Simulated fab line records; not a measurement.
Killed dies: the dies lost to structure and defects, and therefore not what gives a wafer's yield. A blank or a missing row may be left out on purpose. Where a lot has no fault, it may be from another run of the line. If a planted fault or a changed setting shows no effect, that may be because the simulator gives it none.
Which tool is to blame? -- flow n5 finfet -- 30 wafers from 11 lots sampled at 5 of the route's 1938 steps

WHAT THE GAUGES READ, wafer by wafer
N5_BEOL_M9_THK_MEAS_01. Usual: M9_ILD_THK gives 269 nm (standard deviation 3.5).
lot,measured,on,M9_ILD_THK (nm),flag
L505,day 9 14:06,film metro-02,267 274 271,
L509,day 10 03:30,film metro-01,267 266 270,
L508,day 10 09:24,film metro-02,274 275 272,
L513,day 11 16:12,film metro-02,265 268 269,
L515,day 11 22:23,film metro-01,267 274 265,
L518,day 12 20:14,film metro-01,264 273 270,
L520,day 13 05:03,film metro-02,270 271,
L521,day 13 06:11,film metro-02,265 261,
L522,day 13 18:40,film metro-01,261 267,
L526,day 14 20:30,film metro-01,265 266 270,
L527,day 15 01:16,film metro-02,263 269 273,

N5_BEOL_M9_CD_MEAS_18: pitch 140 nm, target cd 70 nm. Usual: 70.1 nm for cd nm, sd 0.69.
lot,measured,on,cd nm (nm),flag
L505,day 9 17:05,cd sem-01,69.0 69.8 69.7,
L509,day 10 06:29,cd sem-03,71.2 70.3 70.3,
L508,day 10 12:08,cd sem-02,70.5 71.7 70.6,
L513,day 11 19:29,cd sem-03,69.7 69.4 69.8,
L515,day 11 23:42,cd sem-02,69.2 69.6 68.5,
L518,day 13 00:27,cd sem-02,70.8 70.8 70.0,
L520,day 13 08:08,cd sem-01,72.4 71.4,
L521,day 13 08:40,cd sem-01,71.2 72.8,
L522,day 13 20:16,cd sem-02,72.8 69.8,
L526,day 14 22:23,cd sem-03,68.7 70.7 70.9,
L527,day 15 02:48,cd sem-03,69.5 69.4 69.5,

WHICH TOOL RAN EACH LOT (tool, then ch and the chambers of the sampled wafers, then the start)
lot,N5_BEOL_M9_ILD_DEP_00,N5_BEOL_M9_DESCUM_16,N5_BEOL_M9_ETCH_62
L505,"pecvd-01 ch 0,2, day 9 13:17","rie diel-04 ch 1,2, day 9 16:38","rie diel-04 ch 1,2, day 9 16:43"
L509,"pecvd-02 ch 0,1,2, day 10 02:54","rie diel-03 ch 0,1,3, day 10 06:01","rie diel-03 ch 0,1,3, day 10 06:06"
L508,"pecvd-01 ch 0,1,2, day 10 08:47","rie diel-03 ch 0,2,3, day 10 11:31","rie diel-03 ch 0,2,3, day 10 11:36"
L513,"pecvd-02 ch 1,2, day 11 15:22","rie diel-03 ch 2,3, day 11 19:02","rie diel-03 ch 2,3, day 11 19:07"
L515,"pecvd-03 ch 1,2, day 11 21:17","rie diel-04 ch 0,1,2, day 11 23:14","rie diel-04 ch 0,1,2, day 11 23:20"
L518,"pecvd-02 ch 1,2, day 12 19:06","rie diel-06 ch 0,1,3, day 13 00:00","rie diel-06 ch 0,1,3, day 13 00:05"
L520,"pecvd-02 ch 0,2, day 13 04:28","rie diel-03 ch 0,2, day 13 07:36","rie diel-03 ch 0,2, day 13 07:41"
L521,"pecvd-02 ch 0,2, day 13 05:07","rie diel-03 ch 1,2, day 13 08:13","rie diel-03 ch 1,2, day 13 08:18"
L522,"pecvd-01 ch 1,2, day 13 17:35","rie diel-03 ch 1,3, day 13 19:49","rie diel-03 ch 1,3, day 13 19:54"
L526,"pecvd-03 ch 1,2, day 14 19:53","rie diel-04 ch 0,2,3, day 14 21:55","rie diel-04 ch 0,2,3, day 14 22:01"
L527,"pecvd-02 ch 0,1, day 15 00:41","rie diel-06 ch 0,1,3, day 15 02:21","rie diel-06 ch 0,1,3, day 15 02:26"
- N5_BEOL_M9_ILD_DEP_00: deposits SiCOH lowk from DEMS/porogen, target thk 308.51 nm, time 58 s.
- N5_BEOL_M9_DESCUM_16: chemistry O2, time 7.9 s.
- N5_BEOL_M9_ETCH_62: etches SOC in N2/H2, target depth 110 nm, overetch 22 nm, time 165 s.

AS READ BY THE TOOLS THEMSELVES (means over the sampled wafers that have a number; for cases with no such wafer, the mark the record gives instead)
N5_BEOL_M9_ILD_DEP_00. Usual: heater power w 300 W, standard deviation 35; showerhead plenum p Torr 5.734 Torr, standard deviation 0.017; throttle valve pct 13.4 %, standard deviation 0.97.
lot,tool,heater power w (W),showerhead plenum p Torr (Torr),throttle valve pct (%),flag
L505,pecvd-01,328,5.746,13.8,
L509,pecvd-02,306,5.740,13.7,
L508,pecvd-01,305,5.735,13.7,
L513,pecvd-02,342,5.737,13.1,
L515,pecvd-03,290,5.729,14.1,
L518,pecvd-02,300,5.747,13.6,
L520,pecvd-02,314,5.736,12.3,
L521,pecvd-02,299,5.736,12.4,
L522,pecvd-01,327,5.712,13.6,
L526,pecvd-03,283,5.722,13.1,
L527,pecvd-02,249,5.756,13.4,

N5_BEOL_M9_DESCUM_16. Usual: drypump motor current A 6.0 A, standard deviation 0.54; oes product au 0.80 a.u., standard deviation 0.1; rf vpp V 242.9 V, standard deviation 1.3; showerhead plenum p Torr 2.07 Torr, standard deviation 0.058; throttle valve pct 20.42 %, standard deviation 0.27.
lot,tool,drypump motor current A (A),oes product au (a.u.),rf vpp V (V),showerhead plenum p Torr (Torr),throttle valve pct (%),flag
L505,rie diel-04,6.0,0.85,241.7,2.02,20.54,
L509,rie diel-03,6.2,0.73,243.0,2.07,20.50,
L508,rie diel-03,6.4,0.82,242.0,2.06,20.30,
L513,rie diel-03,6.3,0.97,244.2,2.10,19.98,
L515,rie diel-04,6.0,0.78,242.6,2.04,20.44,
L518,rie diel-06,6.3,0.87,243.4,2.12,20.38,
L520,rie diel-03,6.3,0.83,243.2,2.05,20.16,
L521,rie diel-03,6.0,0.82,244.2,2.12,20.16,
L522,rie diel-03,6.2,0.81,243.9,2.09,20.38,
L526,rie diel-04,5.7,0.72,242.2,2.08,20.53,
L527,rie diel-06,6.3,0.83,243.9,2.11,20.42,

N5_BEOL_M9_ETCH_62. Usual: drypump motor current A 6.0 A, standard deviation 0.54; oes product au 0.68 a.u., standard deviation 0.081; rf vpp V 523.4 V, standard deviation 2.2; showerhead plenum p Torr 2.52 Torr, standard deviation 0.076; throttle valve pct 17.8 %, standard deviation 0.3.
lot,tool,drypump motor current A (A),oes product au (a.u.),rf vpp V (V),showerhead plenum p Torr (Torr),throttle valve pct (%),flag
L505,rie diel-04,6.1,0.72,522.1,2.47,18.0,
L509,rie diel-03,6.2,0.62,523.9,2.51,17.9,
L508,rie diel-03,6.4,0.68,523.2,2.49,17.7,
L513,rie diel-03,6.3,0.80,524.8,2.54,17.3,
L515,rie diel-04,6.0,0.66,522.7,2.48,17.8,
L518,rie diel-06,6.3,0.74,525.2,2.58,17.7,
L520,rie diel-03,6.3,0.69,522.2,2.47,17.5,
L521,rie diel-03,6.0,0.68,526.0,2.58,17.5,
L522,rie diel-03,6.2,0.70,524.5,2.55,17.8,
L526,rie diel-04,5.7,0.62,524.3,2.54,18.0,
L527,rie diel-06,6.3,0.71,524.9,2.57,17.8,

THE ANSWER, worked out from the rows above alone
Rule: take the mean of a lot's wafers that have a number; if it is more than 3 standard deviations from the usual mean, the lot is off. Also off: a lot with no number at a reading for which 4 or more lots have one. Any other lot the step has rows for is counted as sound. First the gauges in route order, then the tools' own readings, where a lot's mean is used as printed above. The first step at which some lot is off is used, and at that step the reading that is off furthest; a lot without a number counts as furthest.
None of the lots is off at any reading shown; this tells nothing.

WHAT WAS PUT IN BY THE SIMULATOR
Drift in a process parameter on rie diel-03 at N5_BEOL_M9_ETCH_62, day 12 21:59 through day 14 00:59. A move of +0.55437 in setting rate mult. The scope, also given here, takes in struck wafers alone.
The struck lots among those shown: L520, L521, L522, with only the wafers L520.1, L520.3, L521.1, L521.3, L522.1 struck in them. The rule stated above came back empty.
